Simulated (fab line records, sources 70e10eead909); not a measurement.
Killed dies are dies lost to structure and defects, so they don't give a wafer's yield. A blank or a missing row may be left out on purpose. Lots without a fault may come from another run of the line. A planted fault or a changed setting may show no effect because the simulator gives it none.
Chamber matching | flow nand_harc | NHARC_THIN_TSV_DESCUM_14 on rie_diel-11: 4 sister chambers
The step chemistry O2, time 3 s. 7 wafers are shown with their chamber, then 7 later ones without.

WAFERS WITH THEIR CHAMBER
wafer  | chamber | drypump_motor_current_A (A) | rf_vpp_V (V)
L485.5 | 0       | 6.4                         | 56.5
L489.4 | 1       | 6.6                         | 57.4
L493.2 | 2       | 6.0                         | 58.7
L493.3 | 3       | 5.3                         | 58.9
L493.4 | 1       | 6.6                         | 56.8
L502.1 | 3       | 5.3                         | 56.5
L502.2 | 2       | 5.9                         | 58.7

WAFERS WITHOUT THEIR CHAMBER
wafer  | drypump_motor_current_A (A) | rf_vpp_V (V)
L502.4 | 6.3                         | 57.6
L503.3 | 6.4                         | 55.7
L503.5 | 6.4                         | 58.2
L503.6 | 6.6                         | 55.5
L507.1 | 5.4                         | 56.2
L507.2 | 6.0                         | 58.1
L507.4 | 6.4                         | 56.2

WHICH CHAMBER EACH WENT THROUGH
wafer  | from the rows above | in truth
L502.4 | 0                   | 0
L503.3 | 0                   | 0
L503.5 | 0                   | 0
L503.6 | 1                   | 1
L507.1 | 3                   | 3
L507.2 | 2                   | 2
L507.4 | 0                   | 0
Placed correctly: 7 of 7. Can't be placed from these rows: 0. Placed wrongly: 0.
How it was worked out, from the rows above alone: a wafer's distance from a chamber is the root of the sum, over the readings, of the square of ((its reading less the chamber's mean) divided by the reading's scatter). The wafer belongs to the nearest chamber; if the next one is less than 2 further off, it can't be placed. A chamber's mean is the mean of its shown wafers. The scatter: the root of (the sum of the squares of (reading less its chamber's mean) over the shown wafers, divided by (wafers less chambers)).
